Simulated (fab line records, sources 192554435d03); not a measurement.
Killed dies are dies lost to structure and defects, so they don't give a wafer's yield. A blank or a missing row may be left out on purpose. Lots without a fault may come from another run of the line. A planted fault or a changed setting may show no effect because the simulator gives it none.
fab line records | flow n5_finfet
record lots=4 wafers=12 last_day=18
route steps=1938 shown DUMMY_GATE@216 BEOL_M4@1111 PASSIVATION@1936
lots that met no fault: from a run of the same line without faults
start_h: hours from the record's first day to the start of the lot's first wafer shown | wait_h: hours since the lot's step before | " the same as in the row above | L1.1+2: a row that stands for several wafers | - no value, or no start given | * or withheld: withheld | < > ~ a bound
route shown NAME@n: a module of which the file shows steps, and the number in the route of the first | usual: mean/standard deviation of fault-free wafers | same: alike in all rows | chamber/n: place in a boat | sites: the reading at each site | _std_site: their standard deviation | _edge_site: outer sites' mean less inner sites' | radius_mm: how far each site lies from the wafer's centre | mask NAME#n: copy n | behind: the tool/chamber that last shaped the wafer | hold: why the lot was held/for how many hours/how that ended | device: the transistor (n, p or np) that didn't switch | end of line: the same wafers' tests at the end of the route | a step without rows: its recipe alone | killed: dies lost to structure and defects at the first sort, not the wafer's yield | map: a wafer's dies, x killed, . not, _ none there
set.NAME: the setting as run; set.NAME@STEP: as run at that earlier step | model.NAME: the simulator's own value behind a step, which no gauge read
lots at some steps of the route; a table a step, a row a wafer
services: from which hour (start_h, from the record's first day; less than 0 if before it) a tool's chamber was out of use, for how many hours, and why
## steps
# step N5_DUMMY_GATE_PRECLEAN_46
# recipe chemistry=DIW time_s=89.5 temp_c=23
# step N5_DUMMY_GATE_SRD_47
# recipe dry_time_s=32 dry=n2_spin spin_rpm=1500
# step N5_DUMMY_GATE_CMP_04
# recipe material=a-Si post_cmp_clean=alkaline_brush
# step N5_DUMMY_GATE_HM_DEP_06
# recipe material=SiNx target_thk_a=800 precursor=DCS/NH3 temp_c=700 pressure_mtorr=300 time_s=5141
# step N5_DUMMY_GATE_PECVD_30
# recipe material=SiO2 target_thk_a=550 temp_c=400 precursor=TEOS/O2 pressure_torr=6.5 rf_w=withheld teos_flow_sccm=withheld gas=O2 flow_sccm=2650 time_s=10.8
# step N5_DUMMY_GATE_COAT_34
# recipe resist=SOC temp_c=250 time_s=60 spin_rpm=1500 resist_thk_nm=60
# step N5_DUMMY_GATE_COAT_35
# recipe resist=SiARC temp_c=220 time_s=60 spin_rpm=1500 resist_thk_nm=10
# step N5_DUMMY_GATE_COAT_28
# recipe resist=underlayer temp_c=205 time_s=60 spin_rpm=1500 resist_thk_nm=10
# step N5_DUMMY_GATE_COAT_09
# recipe resist=CAR-EUV spin_rpm=1500 resist_thk_nm=30
# step N5_DUMMY_GATE_EBR_11
# recipe solvent=PGMEA ebr_width_mm=1.5
# step N5_DUMMY_GATE_SOFTBAKE_10
# recipe temp_c=110 time_s=60 resist=CAR-EUV
# step N5_DUMMY_GATE_EXPOSE_12
# recipe mask_id=GATE na=0.33 source_shape=annular sigma_inner=0.2 sigma_outer=0.6 polarization=unpolarized target_cd_nm=25 dose_mj=34
# same sigma_outer=0.6
# columns lot.wafer tool chamber start_h wait_h mask model.DUMMY_GATE.overlay_x_nm
L379.1+2+5 euv_scanner-02 0 55.05 - GATE#0 -0.2
L398.1+4+5 euv_scanner-01 0 166.54 - GATE#0 0.6
L399.2+4+6 euv_scanner-01 0 171.64 - GATE#0 6.6
L401.3+5+6 euv_scanner-01 0 183.60 - GATE#0 6.6
# step N5_DUMMY_GATE_PEB_13
# recipe peb_temp_c=100 peb_time_s=60 resist=CAR-EUV
# step N5_DUMMY_GATE_DEVELOP_14
# recipe develop_time_s=30 developer=TMAH resist=CAR-EUV rinse_liquid=surfactant_rinse dry=air_spin dev_temp_c=23
# step N5_DUMMY_GATE_OVL_MEAS_16
# recipe points_per_wafer=522
# usual GATE_OVL=-0.2/0.62
# columns lot.wafer tool chamber start_h wait_h GATE_OVL[nm]
L379.1 overlay-01 0 55.21 0.0 0.7
L379.2 " 0 " " -1.2
L379.5 " 0 " " 0.2
L398.1 overlay-01 0 166.71 0.0 0.1
L398.4 " 0 " " 0.2
L398.5 " 0 " " -0.2
L399.2 overlay-02 0 171.80 0.0 6.8
L399.4 " 0 " " 6.2
L399.6 " 0 " " 6.6
L401.3 overlay-01 0 183.76 0.0 6.4
L401.5 " 0 " " 6.1
L401.6 " 0 " " 5.6
# step N5_DUMMY_GATE_DESCUM_20
# recipe chemistry=O2 time_s=6.2 source_power_w=50 bias_power_w=20 pressure_mtorr=20 rf_frequency_hz=2.712e+07 temp_c=40 resist=CAR-EUV o2_flow_sccm=225
# step N5_DUMMY_GATE_ETCH_29
# recipe chemistry=N2/H2 target=underlayer target_depth_a=130 ion_energy_ev=200 pressure_mtorr=30 source_w=840 bias_w=150 n2_flow_sccm=200 h2_flow_sccm=200
# step N5_DUMMY_GATE_ETCH_36
# recipe chemistry=CF4 target=SiARC target_depth_a=130 pressure_mtorr=40 source_w=545 bias_w=36 Ar_flow_sccm=100 cf4_flow_sccm=100 ion_energy_ev=80
# step N5_DUMMY_GATE_ETCH_37
# recipe chemistry=N2/H2 target=SOC target_depth_a=600 overetch_a=300 temp_c=40 ion_energy_ev=200 pressure_mtorr=30 source_w=840 bias_w=150 n2_flow_sccm=200 h2_flow_sccm=200
# step N5_DUMMY_GATE_STRIP_38
# recipe chemistry=N2/H2 temp_c=40 n2_flow_sccm=200 h2_flow_sccm=200 rf_frequency_hz=6e+07
# step N5_DUMMY_GATE_STRIP_39
# recipe chemistry=N2/H2 temp_c=40 n2_flow_sccm=200 h2_flow_sccm=200 rf_frequency_hz=6e+07
# step N5_DUMMY_GATE_TRIM_49
# recipe chemistry=O2 resist=SOC time_s=29 target_cd_nm=14 source_power_w=300 bias_power_w=0 O2_flow_sccm=100 temp_c=20
# step N5_DUMMY_GATE_STRIP_40
# recipe chemistry=CF4 resist=SiARC power_w=300 bias_power_w=75 pressure_mtorr=50 cf4_flow_sccm=150 rf_frequency_hz=6e+07
# step N5_DUMMY_GATE_ETCH_31
# recipe chemistry=C4F6/O2 target=SiO2 mask_material=SOC target_depth_a=825 time_s=27.5 ion_energy_ev=250 pressure_mtorr=30 source_w=345 bias_w=185 Ar_flow_sccm=300 C4F6_flow_sccm=10 O2_flow_sccm=10
# step N5_DUMMY_GATE_STRIP_41
# recipe chemistry=O2 power_w=400 temp_c=40 pressure_mtorr=30 rf_frequency_hz=6e+07 bias_power_w=0 overash_fraction=0.3 o2_flow_sccm=225
# step N5_DUMMY_GATE_HM_OPEN_21
# recipe chemistry=CH3F/O2 target=SiNx target_depth_a=1200 Ar_flow_sccm=150 CH3F_flow_sccm=30 O2_flow_sccm=23 time_s=171.4 pressure_mtorr=30 source_w=395 bias_w=73 ion_energy_ev=120.7
# step N5_DUMMY_GATE_ETCH_32
# recipe chemistry=CF4 target=SiO2 target_depth_a=35 time_s=3.9 ion_energy_ev=350 pressure_mtorr=10 icp_w=800 bias_w=400 cf4_flow_sccm=80
# step N5_DUMMY_GATE_ETCH_23
# recipe chemistry=HBr/Cl2/O2 HBr_flow_sccm=150 Cl2_flow_sccm=80 O2_flow_sccm=12 bias_w=102 target_depth_a=410 time_s=22.3 target=poly-Si mask_material=SiO2 pressure_mtorr=10 icp_w=800
# step N5_DUMMY_GATE_ETCH_44
# recipe chemistry=HBr/O2 over_etch_frac=0.7 target_depth_a=1275 stop_on=SiO2 ion_energy_ev=60 bias_w=20 target=poly-Si mask_material=SiO2 pressure_mtorr=20 icp_w=400 HBr_flow_sccm=120 O2_flow_sccm=10
# step N5_DUMMY_GATE_ETCH_42
# recipe chemistry=CHF3/O2 target=SiO2 target_depth_a=35 time_s=31 ion_energy_ev=30 bias_w=12 pressure_mtorr=30 source_w=600 Ar_flow_sccm=200 CHF3_flow_sccm=50 O2_flow_sccm=5
# step N5_DUMMY_GATE_STRIP_48
# recipe chemistry=N2/H2 time_s=20 power_w=100 temp_c=40 pressure_mtorr=100 rf_frequency_hz=6e+07 bias_power_w=3 n2_flow_sccm=300 h2_flow_sccm=300
# step N5_DUMMY_GATE_PRECLEAN_33
# recipe chemistry=dHF time_s=10 dilution=750:1 temp_c=25
# step N5_DUMMY_GATE_PRECLEAN_25
# recipe chemistry=O3/DIW time_s=45 temp_c=22 o3_ppm=10
# step N5_DUMMY_GATE_PRECLEAN_51
# recipe chemistry=SC2 time_s=45 temp_c=35 mix=1:1:50
# step N5_DUMMY_GATE_SRD_26
# recipe dry=ipa_marangoni time_s=30 temp_c=23 rinse_liquid=diw
# step N5_DUMMY_GATE_UV_OZONE_45
# recipe time_s=120 pressure_torr=760 temp_c=25
# step N5_BEOL_M4_RC_MEAS_101
# usual DIBL_N=37.1/2.4 DIBL_P=37/3 IOFF_N=0.18/0.053 IOFF_P=0.21/0.05 ION_N=674/14 ION_P=459/9.2 SS_N=72.1/0.9 SS_P=73.4/0.89 VT_N=250/3.8 VT_P=-251/3.7
# columns lot.wafer tool chamber start_h wait_h DIBL_N[mV/V] DIBL_P[mV/V] IOFF_N[nA/um] IOFF_P[nA/um] ION_N[uA/um] ION_P[uA/um] SS_N[mV/dec] SS_P[mV/dec] VT_N[mV] VT_P[mV]
L379.1 prober-01 0 182.67 0.0 36.8 36 0.16 0.22 678 461 72.7 73.6 252 -251
L379.2 " 0 " " 40.1 36 0.30 0.23 662 457 75.4 72.7 248 -248
L379.5 " 0 " " 36.4 38 0.15 0.23 674 466 71.4 73.4 253 -247
L398.1 prober-02 0 288.09 0.0 35.7 35 0.16 0.18 667 453 72.1 73.4 251 -255
L398.4 " 0 " " 39.9 40 0.25 0.26 691 464 72.7 74.3 244 -248
L398.5 " 0 " " 35.7 35 0.15 0.18 661 449 71.8 73.0 254 -254
L399.2 prober-02 0 309.45 0.2 36.6 37 0.19 0.18 665 444 73.1 73.8 248 -254
L399.4 " 0 " " 32.3 33 0.11 0.14 658 448 70.8 71.9 252 -259
L399.6 " 0 " " 30.6 29 0.09 0.10 637 431 71.0 71.6 257 -261
L401.3 prober-01 0 312.76 0.3 37.9 37 0.19 0.20 679 455 72.6 72.7 249 -251
L401.5 " 0 " " 39.7 39 0.22 0.23 686 462 73.2 72.7 248 -248
L401.6 " 0 " " 40.3 40 0.21 0.24 682 449 72.5 74.8 248 -252
# step N5_PASSIVATION_PROBE_49
# usual defect_limited_yield=91.6/1.4 killed_at_M0_to_M3=32/9.5 killed_at_M4_up=13/6 killed_at_contacts=12/5.6 killed_at_front_end=39/11 killed_at_other=2.8/2.3 killed_dies=99/16 killed_on_rim=12/3.4 killed_open=65/12 killed_short=32/7.6 sort_bin_5_function=4.8/0.88 sort_bin_6_memory=3.2/0.65 sort_bin_8_speed=0.2/2 sort_n_pass=1077/29 sort_yield_pct=91.2/2.5
# same gross_dies=1180 killed_at_back_side=0 sort_bin_4_leakage[%]=0
# columns lot.wafer tool chamber start_h wait_h defect_limited_yield[%] killed_at_M0_to_M3 killed_at_M4_up killed_at_contacts killed_at_front_end killed_at_other killed_dies killed_on_rim killed_open killed_short sort_bin_5_function[%] sort_bin_6_memory[%] sort_bin_8_speed[%] sort_n_pass sort_yield_pct[%]
L379.1 prober-01 - 286.97 0.0 91.2 35 11 16 42 0 104 9 76 28 4.9 3.6 0 1076 91.2
L379.2 prober-01 - 287.02 0.1 91.5 19 7 5 67 2 100 10 66 33 5.4 2.7 0 1080 91.5
L379.5 prober-01 - 287.17 0.2 92.5 23 19 8 39 0 89 11 63 25 4.6 2.7 0 1091 92.5
L398.1 prober-01 - 394.93 0.0 91.9 19 11 9 56 1 96 10 64 28 5.1 2.6 0 1084 91.9
L398.4 prober-01 - 395.08 0.2 91.0 26 14 9 55 2 106 10 67 39 4.8 3.7 0 1074 91.0
L398.5 prober-01 - 395.13 0.2 90.7 46 10 5 44 5 110 12 73 37 5.0 4.0 0 1070 90.7
L399.2 prober-02 - 411.91 0.1 61.5 23 8 5 418 0 454 57 46 12 21.3 1.7 0 726 61.5
L399.4 prober-02 - 412.01 0.2 84.1 24 13 13 137 1 188 25 56 23 8.3 3.1 0 992 84.1
L399.6 prober-02 - 412.11 0.3 80.4 19 8 8 195 1 231 29 57 25 9.8 3.1 16.2 758 64.2
L401.3 prober-02 - 423.03 0.1 73.5 37 9 15 246 6 313 37 68 49 13.8 4.2 0 867 73.5
L401.5 prober-02 - 423.13 0.2 79.9 37 11 2 178 9 237 30 61 35 10.1 3.1 0 943 79.9
L401.6 prober-02 - 423.18 0.3 76.4 28 11 10 221 8 278 35 64 32 13.7 2.6 0 902 76.4
# killed by level:class
L379.1 MOL_CONTACT_COAG:geometric_particle:open=13 FIN_SAQP:geometric_particle:short=9 FIN_SAQP:geometric_particle:open=8 STI_FIN_REVEAL:geometric_particle:open=8 BEOL_M3:geometric_particle:open=8 BEOL_M0_SAQP:geometric_particle:open=7 BEOL_M1:geometric_particle:open=6 BEOL_M2:geometric_particle:open=6
L379.2 STI_FIN_REVEAL:geometric_particle:open=17 FIN_SAQP:geometric_particle:short=15 FIN_SAQP:geometric_particle:open=11 DUMMY_GATE:geometric_particle:open=7 MOL_CONTACT_COAG:geometric_particle:open=5 BEOL_M1:geometric_particle:open=4 BEOL_M3:geometric_particle:open=4 STARTING-WAFER:geometric_particle:short=4
L379.5 FIN_SAQP:geometric_particle:open=11 BEOL_M3:geometric_particle:open=8 FIN_SAQP:geometric_particle:short=7 BEOL_M4:geometric_particle:open=7 STI_FIN_REVEAL:geometric_particle:open=6 MOL_CONTACT_COAG:geometric_particle:open=6 STARTING-WAFER:geometric_particle:open=5 BEOL_M0_SAQP:geometric_particle:short=4
L398.1 FIN_SAQP:geometric_particle:open=15 STI_FIN_REVEAL:geometric_particle:open=7 BEOL_M1:geometric_particle:open=7 MOL_CONTACT_COAG:geometric_particle:open=7 FIN_SAQP:geometric_particle:short=6 STARTING-WAFER:geometric_particle:short=6 BEOL_M3:geometric_particle:open=5 GATE_CUT:geometric_particle:short=4
L398.4 STI_FIN_REVEAL:geometric_particle:open=14 FIN_SAQP:geometric_particle:open=8 DUMMY_GATE:geometric_particle:open=8 FIN_SAQP:geometric_particle:short=7 MOL_CONTACT_COAG:geometric_particle:open=7 BEOL_M1:geometric_particle:short=6 GATE_CUT:geometric_particle:short=6 BEOL_M1:geometric_particle:open=5
L398.5 BEOL_M1:geometric_particle:open=14 FIN_SAQP:geometric_particle:open=12 BEOL_M3:geometric_particle:open=9 DUMMY_GATE:geometric_particle:open=8 BEOL_M2:geometric_particle:open=6 STI_FIN_REVEAL:geometric_particle:open=5 GATE_CUT:geometric_particle:short=5 BEOL_M0_SAQP:geometric_particle:short=5
L399.2 DUMMY_GATE:overlay=395 FIN_SAQP:geometric_particle:open=6 DUMMY_GATE:geometric_particle:open=6 BEOL_M0_SAQP:geometric_particle:open=6 MOL_CONTACT_COAG:geometric_particle:open=5 GATE_CUT:geometric_particle:open=4 BEOL_M1:geometric_particle:open=4 BEOL_M0_SAQP:geometric_particle:short=3
L399.4 DUMMY_GATE:overlay=107 MOL_CONTACT_COAG:geometric_particle:open=11 FIN_SAQP:geometric_particle:open=8 STI_FIN_REVEAL:geometric_particle:open=7 BEOL_M2:geometric_particle:open=7 BEOL_M0_SAQP:geometric_particle:short=6 GATE_CUT:geometric_particle:short=5 BEOL_M3:geometric_particle:open=5
L399.6 DUMMY_GATE:overlay=147 STI_FIN_REVEAL:geometric_particle:open=12 MOL_CONTACT_COAG:geometric_particle:open=7 FIN_SAQP:geometric_particle:open=6 BEOL_M1:geometric_particle:open=6 STARTING-WAFER:geometric_particle:short=5 DUMMY_GATE:geometric_particle:short=5 STARTING-WAFER:geometric_particle:open=5
L401.3 DUMMY_GATE:overlay=194 BEOL_M0_SAQP:geometric_particle:short=15 BEOL_M0_SAQP:geometric_particle:open=11 MOL_CONTACT_COAG:geometric_particle:open=10 FIN_SAQP:geometric_particle:open=9 STI_FIN_REVEAL:geometric_particle:open=9 FIN_SAQP:geometric_particle:short=8 BEOL_M2:geometric_particle:open=7
L401.5 DUMMY_GATE:overlay=140 FIN_SAQP:geometric_particle:short=9 FIN_SAQP:geometric_particle:open=8 BEOL_M1:geometric_particle:open=8 STI_FIN_REVEAL:geometric_particle:open=6 BEOL_M0_SAQP:geometric_particle:open=5 BEOL_M0:geometric_particle:open=5 BEOL_M2:geometric_particle:open=5
L401.6 DUMMY_GATE:overlay=182 MOL_CONTACT_COAG:geometric_particle:open=8 BEOL_M4:geometric_particle:open=8 STI_FIN_REVEAL:geometric_particle:open=7 BEOL_M0_SAQP:geometric_particle:short=7 FIN_SAQP:geometric_particle:short=6 BEOL_M3:geometric_particle:open=6 DUMMY_GATE:geometric_particle:open=4
# map L399.2 (x killed, . not)
_________________...x.xx.x...________________
______________....x..x..xxx...xx_____________
___________...xxxxx.xxx.x......x.xx__________
__________....xxx..x.x.x.x.xxxx.x.x._________
________xxxx.xxx.....x.x..x...x.xxx..._______
_______x.x.xx..x.x.x....x..x...x..xxxx.______
______.....x......x.x....x.xxx..x...x.x._____
_____.....x..x.xxx.xx...xxxxx....x.x.x.x.____
____......xxx...x.x.....x.x.......x.x.....___
___.xx...x...x.xx..x.xxxxxx.xx.x.....xxx...__
___x.x.......xx...x.xxxxxx.....x.x....xx.x.__
__.....xx..x..xxxx.x..x.x..x.x..x...xxxx.x.x_
__xx.x...x.......x.......x...x.xx.x.x.xx.x.x_
_xx.x..x.xx....x.x.x.....x..xx.x.xx.xx..x.xxx
_.xxx......x.x..xx.x.......xxxx....xx....xxx.
_x..x.x....x.x.....xx......x...xxx..xx.......
_..x..x.xx......x.xxxx..x.....x..xx..x..xx.x.
_.x.xxxxxxx...........x..xx..xx.....x....xx..
_xx.x...xxx..x....xx..xxxx....x.xx...xx.x..x.
_x.xx...x.x...xx.x.x.x.....x..x..xx....x...x.
_..xx..xx..xx...xx...xxxx..x..x..x.......xx..
__xx.......xxx...x.x....x..xx...x.........xx_
__xxx.....x.x...x.....x.x.x.....xxx.....x..._
___x....x.......x..x.x.x..x.x....xxxxx.x...__
___.xxxxx.x.....x..xx..xx...x..x.xx.x.x....__
____..x..xx.xx...x..xx.....x.xx..xxx.x..xx___
_____.......x...x..x...xx................____
______xx..xx.x.x..xxx....x.x....x.xxx.x._____
_______x..xxx.x..x..x.x....xx...xxx.xx.______
________....xxx....xx......x...xxxx.xx_______
__________...xx..x..x.xx.x......x..._________
___________..x....x..xx...xx....xx.__________
______________.x..........xxxxxx_____________
_________________.xxxx.......________________
# map L401.3 (x killed, . not)
_________________..x...x...x.________________
______________..x...x..x....x..._____________
___________.x...........x.....x..x.__________
__________....x........x....x....x.x_________
________x.x..xx.............x.x..xx..._______
_______x.x..x.x.xx..x..........x..x....______
______...x......xx......xx.x...x..xx...._____
_____....x..x..x.....x.xx..xx.x..........____
____x..x.xx.....x..xxx.xx..xxx...x......x.___
___x............xx..x......x...x..........x__
___x..............x..x..xx.x..x....xx......__
__......xx......xx.x.x...x...x.....x..x....x_
__...x.xx....x...xx......x.....x.xx........x_
_........xx.x....xxxx.x.......x..x.x...x....x
_......x....x.x...xx.....xxx....xxx......x..x
_...x........xx....x....x..x.....xx.....x...x
_............xx.x.x.xxx...xx.........x.......
_......xxx.x..x..xxx......x...x.xx.x.x.......
_.........xx.x..xx................xx.x......x
_.x............xx..x.x..x....x.x....x.xx.x...
_.xx........xx......xx.......x.x......xx.xxx.
__...........xx.x.....x..x..x...xxx.x.....x._
__.x......x....x...x....x...x....x.x........_
___.......x.x..x.x.x...xxxx..x.xxx...x.....__
___....x.......xxx...xx....x..xx......x....__
____......x...x...x.....xxx.....x.....xx.x___
_____x..x....x.xx...x.x..x...xx..x.......____
______.x...x.....x..x..x.......xxx......_____
_______x.x.x.xx..x......x.....x.x..x...______
________...x.....x...........x..xx..x._______
__________..x.xx......x..x.x.xxx...._________
___________....xx..x....xx.x..x.x..__________
______________.......x.xx.x..x.x_____________
_________________......xxxx..________________
## services
# columns tool chamber start_h hours kind
euv_scanner-02 - 31.17 1.0 repair
euv_scanner-02 0 37.70 - calibration
euv_scanner-01 - 62.22 1.0 pm
euv_scanner-02 - 73.56 1.0 pm
euv_scanner-02 - 100.64 3.7 repair
euv_scanner-01 - 101.90 0.8 repair
euv_scanner-02 - 109.44 17.3 pm
euv_scanner-01 - 126.74 1.0 pm
euv_scanner-01 - 127.75 4.6 pm
euv_scanner-02 - 132.35 1.0 pm
euv_scanner-02 - 138.46 4.6 pm
euv_scanner-02 - 144.92 0.2 repair
euv_scanner-01 - 174.52 1.0 pm
## key
first_sign step=N5_DUMMY_GATE_OVL_MEAS_16 reading=GATE_OVL direction=up sigmas=10 usual=-0.2 struck=6.3
effect step=N5_PASSIVATION_PROBE_49 reading=killed_at_front_end direction=up sigmas=18 usual=39 struck=232
model_effect step=N5_DUMMY_GATE_EXPOSE_12 value=DUMMY_GATE.overlay_x_nm without=0 struck=6.6
more_kills_born_at N5_DUMMY_GATE_EXPOSE_12@euv_scanner-01=1165
met_at N5_DUMMY_GATE_EXPOSE_12
struck_wafers L399.2,L399.4,L399.6,L401.3,L401.5,L401.6
onset_between 166.54 171.64
also_fits time
fault kind=scanner_matching_overlay tool=euv_scanner-01 chamber=- onset_h=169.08 steps=N5_DUMMY_GATE_EXPOSE_12 offset=6.6575
